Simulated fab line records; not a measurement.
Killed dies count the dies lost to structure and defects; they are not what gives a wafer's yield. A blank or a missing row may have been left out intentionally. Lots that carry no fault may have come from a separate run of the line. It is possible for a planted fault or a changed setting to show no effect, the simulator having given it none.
Which tool did it?    flow n5Finfet    10 lots with 30 wafers sampled at 5 steps, on a route of 1938 steps

== WHAT THE GAUGES READ, wafer by wafer ==
N5_BEOL_M4_RC_MEAS_101. Usual: CJ_P 5.79, standard deviation 0.14; DIBL_N 36.0 mV/V, standard deviation 2; DIBL_P 36.2 mV/V, standard deviation 2.2; IOFF_N 0.16 nA/um, standard deviation 0.034; IOFF_P 0.21 nA/um, standard deviation 0.04; ION_N 675 uA/um, standard deviation 12; ION_P 463 uA/um, standard deviation 7.2; SS_N 71.6 mV/dec, standard deviation 0.6; SS_P 73.3 mV/dec, standard deviation 0.67; VT_N 250 mV, standard deviation 3; VT_P -251 mV, standard deviation 3.4.
lot   measured      on         CJ_P            DIBL_N (mV/V)   DIBL_P (mV/V)   IOFF_N (nA/um)  IOFF_P (nA/um)  ION_N (uA/um)  ION_P (uA/um)  SS_N (mV/dec)   SS_P (mV/dec)   VT_N (mV)    VT_P (mV)       flag
L867  day 8 20:47   prober-02  5.93 5.79 5.75  33.9 35.8 33.0  35.7 37.6 34.6  0.13 0.15 0.11  0.18 0.19 0.16  667 680 648    460 460 445    71.1 71.4 71.1  73.1 73.6 72.9  251 248 255  -252 -253 -255  
L868  day 9 01:07   prober-02  5.92 5.94 5.84  36.7 34.7 35.8  38.3 36.3 37.5  0.18 0.15 0.16  0.23 0.20 0.21  680 669 669    465 461 460    71.9 71.4 71.4  72.7 72.7 72.5  249 251 248  -249 -252 -252  
L870  day 9 23:21   prober-02  5.67 5.87 5.70  34.2 31.3 34.5  32.2 29.9 33.6  0.12 0.10 0.13  0.14 0.12 0.16  656 651 661    450 447 454    71.6 70.8 70.8  72.6 72.2 72.6  253 254 250  -257 -256 -257  
L874  day 10 11:44  prober-01  5.75 5.97 5.63  34.5 34.3 34.4  35.0 34.6 34.0  0.14 0.13 0.13  0.21 0.20 0.18  673 668 670    467 465 460    70.8 70.4 71.1  72.9 72.5 72.6  249 252 252  -248 -251 -251  
L875  day 10 18:38  prober-02  5.78 5.62 5.79  35.9 36.1 36.6  37.2 37.2 37.4  0.18 0.19 0.19  0.21 0.22 0.22  686 687 688    464 464 462    71.9 71.7 72.1  73.5 73.9 73.7  248 248 248  -253 -251 -252  
L881  day 12 05:36  prober-01  5.38 5.46 5.43  37.9 37.9 36.9  38.1 37.9 36.9  0.19 0.19 0.17  0.27 0.26 0.23  691 697 681    474 473 464    72.3 72.0 71.6  73.6 73.1 73.2  248 245 248  -245 -245 -249  
L882  day 12 15:52  prober-02  5.41 5.20 5.64  34.0 35.0 33.0  35.0 35.1 33.6  0.12 0.13 0.11  0.19 0.19 0.17  664 669 653    467 454 460    70.8 71.7 70.2  73.1 73.6 72.1  256 253 256  -253 -253 -251  
L883  day 14 00:33  prober-01  5.43 5.57 5.37  33.4 39.1 38.7  32.6 40.1 40.0  0.12 0.22 0.21  0.18 0.32 0.30  668 695 685    465 480 469    70.8 72.0 72.5  72.4 74.7 74.9  254 245 247  -252 -243 -247  
L887  day 13 23:46  prober-01  5.76 5.98 5.70  39.8 35.9 35.3  39.3 36.6 35.1  0.24 0.17 0.15  0.29 0.23 0.21  696 690 669    470 464 467    72.4 71.0 71.4  74.2 72.5 72.7  243 247 251  -246 -247 -252  
L888  day 14 05:08  prober-01  5.72 6.04 5.76  34.0 35.2 35.9  33.6 34.5 34.8  0.12 0.14 0.15  0.18 0.19 0.19  669 666 673    459 456 456    71.1 71.7 71.7  73.0 73.5 72.7  253 252 250  -252 -254 -253  

== EACH LOT AND THE TOOL THAT RAN IT (in order: tool; ch and the chambers of the sampled wafers; start) ==
lot   N5_ZERO_LAYER_ETCH_18           N5_WELL_APT_IMPLANT_15          N5_PMOS_HMC_CHANNEL_EPI_ETCH_38  N5_PMOS_HMC_CHANNEL_EPI_CMP_21
L867  rieSi-04 ch 2,3, day 2 00:55    implanter-01 ch 0, day 2 02:14  rieSi-01 ch 1,2,3, day 2 05:42   cmp-04 ch 2,3, day 2 08:14
L868  rieSi-05 ch 1,2, day 2 06:47    implanter-02 ch 0, day 2 07:55  rieSi-02 ch 0,2,3, day 2 12:02   cmp-02 ch 1,2,3, day 2 14:35
L870  rieSi-05 ch 0,1,2, day 2 18:56  implanter-02 ch 0, day 2 20:14  rieSi-02 ch 0,3, day 3 00:42     cmp-02 ch 0,3, day 3 02:40
L874  rieSi-04 ch 0,2, day 3 18:55    implanter-02 ch 0, day 3 20:07  rieSi-03 ch 2,3, day 4 00:14     cmp-04 ch 1,3, day 4 01:53
L875  rieSi-05 ch 0,1, day 4 01:01    implanter-02 ch 0, day 4 02:29  rieSi-01 ch 0,3, day 4 06:39     cmp-01 ch 0,1,3, day 4 09:52
L881  rieSi-06 ch 1,2, day 5 12:55    implanter-02 ch 0, day 5 14:37  rieSi-02 ch 0,2, day 5 18:40     cmp-01 ch 2,3, day 5 20:11
L882  rieSi-06 ch 0,1,3, day 5 18:56  implanter-02 ch 0, day 5 20:23  rieSi-02 ch 2,3, day 5 23:51     cmp-01 ch 0,2,3, day 6 01:43
L883  rieSi-06 ch 0,3, day 6 00:50    implanter-02 ch 0, day 6 03:19  rieSi-01 ch 1,2,3, day 6 08:00   cmp-02 ch 0,2,3, day 6 09:31
L887  rieSi-06 ch 0,1,2, day 7 01:27  implanter-01 ch 0, day 7 02:39  rieSi-03 ch 0,2,3, day 7 06:38   cmp-02 ch 0,1,3, day 7 08:39
L888  rieSi-05 ch 0,1,3, day 7 06:49  implanter-01 ch 0, day 7 08:01  rieSi-01 ch 0,1,2, day 7 12:23   cmp-01 ch 1,2,3, day 7 13:58
- N5_ZERO_LAYER_ETCH_18: etches Si in HBr/Cl2, target depth 120 nm, time 40 s.
- N5_WELL_APT_IMPLANT_15
- N5_PMOS_HMC_CHANNEL_EPI_ETCH_38: etches SiO2 in CF4, target depth 1.5 nm.
- N5_PMOS_HMC_CHANNEL_EPI_CMP_21: polishes SiGe30, target thk 54 nm.

== AS READ BY THE TOOLS THEMSELVES (means over the sampled wafers that have a number; for cases with no such wafer, the mark the record gives instead) ==
N5_ZERO_LAYER_ETCH_18. Usual: drypumpMotorCurrentA 5.8 A, standard deviation 0.52; mfcCl2Sccm 80.01 sccm, standard deviation 0.23; oesProductAu 1.000 a.u., standard deviation 0.016; throttleValvePct 36.1 %, standard deviation 0.35.
lot   tool      drypumpMotorCurrentA (A)  mfcCl2Sccm (sccm)  oesProductAu (a.u.)  throttleValvePct (%)  flag
L867  rieSi-04  5.5                       79.92              0.988                35.6                  
L868  rieSi-05  5.8                       80.11              1.022                35.6                  
L870  rieSi-05  5.8                       80.03              1.012                35.9                  
L874  rieSi-04  5.4                       80.01              0.984                36.0                  
L875  rieSi-05  6.1                       80.34              1.012                35.8                  
L881  rieSi-06  5.0                       80.11              1.004                36.6                  
L882  rieSi-06  6.0                       80.00              0.996                36.1                  
L883  rieSi-06  6.3                       79.85              1.000                36.1                  
L887  rieSi-06  5.6                       80.08              0.997                36.4                  
L888  rieSi-05  6.1                       80.17              1.002                36.0                  

N5_WELL_APT_IMPLANT_15. Usual: doseIonsCm2 1.4999e+13, standard deviation 1.6e+10; faradayCurrentUA 190, standard deviation 3.5.
lot   tool          doseIonsCm2  faradayCurrentUA  flag
L867  implanter-01  1.4994e+13   190               
L868  implanter-02  1.4995e+13   189               
L870  implanter-02  1.5015e+13   193               
L874  implanter-02  1.4981e+13   192               
L875  implanter-02  1.4989e+13   191               
L881  implanter-02  1.3007e+13   166               OFF
L882  implanter-02  1.3009e+13   166               OFF
L883  implanter-02  1.2985e+13   163               OFF
L887  implanter-01  1.5000e+13   194               
L888  implanter-01  1.5010e+13   192               

N5_PMOS_HMC_CHANNEL_EPI_ETCH_38. Usual: drypumpMotorCurrentA 5.7 A, standard deviation 0.54; oesProductAu 1.001 a.u., standard deviation 0.019; throttleValvePct 21.78 %, standard deviation 0.18.
lot   tool      drypumpMotorCurrentA (A)  oesProductAu (a.u.)  throttleValvePct (%)  flag
L867  rieSi-01  5.9                       1.012                21.69                 
L868  rieSi-02  5.6                       0.987                21.84                 
L870  rieSi-02  5.8                       0.983                21.99                 
L874  rieSi-03  5.7                       1.014                21.86                 
L875  rieSi-01  6.3                       1.017                21.81                 
L881  rieSi-02  5.4                       0.984                21.72                 
L882  rieSi-02  5.7                       0.978                22.00                 
L883  rieSi-01  6.0                       1.013                21.69                 
L887  rieSi-03  5.4                       1.006                21.76                 
L888  rieSi-01  5.7                       1.007                21.69                 

N5_PMOS_HMC_CHANNEL_EPI_CMP_21. Usual: motorCurrentA at 12.5 A, with a standard deviation of 0.94.
lot   tool    motorCurrentA (A)  flag
L867  cmp-04  11.3               
L868  cmp-02  12.5               
L870  cmp-02  13.0               
L874  cmp-04  12.6               
L875  cmp-01  12.7               
L881  cmp-01  11.8               
L882  cmp-01  11.8               
L883  cmp-02  12.9               
L887  cmp-02  12.8               
L888  cmp-01  12.4               

== THE ANSWER, worked out from the rows above alone ==
Rule: lot off if the mean of its wafers having a number is beyond 3 standard deviations from the usual mean. Also off: a lot with no number at a reading for which 4 or more lots have one. Where the step has rows for the other lots, those lots are counted as sound. First the gauges in route order, then the tools' own readings, where a lot's mean is used as printed above. At the first step where some lot is off, the reading lying furthest off is the one used; lots without a number count as furthest.
Off: L881, L882, L883 (N5_WELL_APT_IMPLANT_15, doseIonsCm2).
A tool fits if, at that step or a process step before it, it ran every lot that is off, and no sound lot after the first of them. One fits: N5_WELL_APT_IMPLANT_15 on implanter-02. A fault onset in the window from L875 (day 4 02:29, its last sound lot) to L881 (day 5 14:37, its first lot off) fits.
The tool's own readings at N5_WELL_APT_IMPLANT_15 bear it out: on the lots that are off they differ by more than 5 times the standard deviation of the sound lots' means. doseIonsCm2 reads 1.3000e+13 there against 1.4998e+13 on the sound lots; faradayCurrentUA reads 165 there against 192 on the sound lots.

== WHAT THE SIMULATOR HAD PUT IN ==
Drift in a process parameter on implanter-02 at N5_WELL_APT_IMPLANT_15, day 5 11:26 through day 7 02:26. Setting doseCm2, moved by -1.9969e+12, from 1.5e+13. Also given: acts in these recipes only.
Struck lots among those shown: L881, L882, L883. The rule above found the same.
